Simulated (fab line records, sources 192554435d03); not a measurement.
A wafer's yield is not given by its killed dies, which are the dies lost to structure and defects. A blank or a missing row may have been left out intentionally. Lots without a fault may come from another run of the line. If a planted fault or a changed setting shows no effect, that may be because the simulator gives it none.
Matching of chambers -- flow n5-finfet -- uv-cure-03 running N5_BEOL_M8_CURE_75: 3 sister chambers
The step cures SiCOH lowk, time 120 s. 16 wafers are shown with their chamber, then 8 later ones without.

WAFERS, EACH WITH ITS CHAMBER
wafer,chamber,wafer_temp_C_max,lamp-power-pct (%)
L075.1,2,370.9,52.22
L075.2,2,371.4,52.28
L075.6,2,370.9,52.36
L080.2,0,372.3,52.30
L080.4,0,372.0,52.43
L080.5,0,371.8,52.27
L082.1,0,372.4,52.35
L082.3,0,372.2,52.27
L082.4,0,371.4,52.25
L086.2,0,372.5,52.23
L086.4,0,372.1,52.30
L086.5,0,372.2,52.31
L088.2,0,372.7,52.35
L088.3,0,371.0,52.35
L088.6,0,371.3,52.22
L094.1,1,371.4,52.27

SIGNATURES (means of the wafers above)
reading,chamber 0,chamber 1,chamber 2,scatter within a chamber
wafer_temp_C_max,371.992,371.400,371.067,0.491
lamp-power-pct,52.3025,52.2700,52.2867,0.062
Rule: a wafer's distance from a chamber is the root of the sum, over the readings, of the square of ((its reading less the chamber's mean) divided by the reading's scatter). The wafer belongs to the nearest chamber; if the next one is less than 2 further off, it can't be placed. The scatter: the root of (the sum of the squares of (reading less its chamber's mean) over the shown wafers, divided by (wafers less chambers)).

WAFERS MISSING THEIR CHAMBER
wafer,wafer_temp_C_max,lamp-power-pct (%)
L094.3,371.7,52.28
L094.4,371.9,52.31
L093.2,371.1,52.31
L093.4,370.5,52.32
L093.6,371.6,52.31
L095.2,372.2,52.30
L095.5,372.0,52.30
L095.6,371.9,52.35

WHICH CHAMBER EACH WENT THROUGH
wafer,from the rows above,in truth
L094.3,can't be placed: 1 or 0 or 2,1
L094.4,can't be placed: 0 or 1 or 2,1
L093.2,can't be placed: 2 or 1 or 0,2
L093.4,can't be placed: 2 or 1 or 0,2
L093.6,can't be placed: 1 or 0 or 2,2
L095.2,can't be placed: 0 or 1 or 2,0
L095.5,can't be placed: 0 or 1 or 2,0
L095.6,can't be placed: 0 or 1 or 2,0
Correctly placed: 0 of 8. Cannot be placed on the basis of these rows: 8; the candidates contain the true chamber in 8. 0 placed wrongly.
